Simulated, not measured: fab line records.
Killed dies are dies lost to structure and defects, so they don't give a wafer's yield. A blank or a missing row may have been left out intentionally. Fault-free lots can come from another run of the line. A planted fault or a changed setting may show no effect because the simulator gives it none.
Matching of chambers | flow n5Finfet | N5_BEOL_M4_ALD_98 on aldSin-01: 4 sister chambers
The step deposits SiO2, target thk 2.5 nm, pulse time 1 s, co reactant pulse time 1 s. 4 wafers are shown with their chamber, then 9 later ones without.

WAFERS PAIRED WITH THEIR CHAMBERS
wafer  | chamber | heaterPowerW (W)
L088.4 | 1       | 78
L089.2 | 0       | 66
L089.4 | 3       | 84
L089.5 | 2       | 82

WAFERS WITH NO CHAMBER GIVEN
wafer  | heaterPowerW (W)
L090.1 | 65
L090.3 | 85
L090.5 | 84
L093.2 | 68
L093.4 | 85
L093.6 | 85
L092.1 | 84
L092.2 | 76
L092.3 | 83

WHICH CHAMBER EACH WENT THROUGH
wafer  | from the rows above     | in truth
L090.1 | 0                       | 0
L090.3 | can't be placed: 3 or 2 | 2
L090.5 | can't be placed: 3 or 2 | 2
L093.2 | 0                       | 0
L093.4 | can't be placed: 3 or 2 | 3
L093.6 | can't be placed: 3 or 2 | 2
L092.1 | can't be placed: 3 or 2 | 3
L092.2 | 1                       | 1
L092.3 | can't be placed: 2 or 3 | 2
Placed correctly: 3 of 9. Cannot be placed on the basis of these rows: 6; the candidates contain the true chamber in 6. Wrongly placed: 0.
How it was worked out, from the rows above alone: a wafer's distance from a chamber is the root of the sum, over the readings, of the square of ((its reading less the chamber's mean) divided by the reading's scatter). The wafer belongs to the nearest chamber; if the next one is less than 2 further off, it can't be placed. For every chamber, the mean is computed from those of its wafers that are shown. The scatter: root of mean squared gap, hidden wafer to nearest shown wafer, with one shown wafer a chamber.
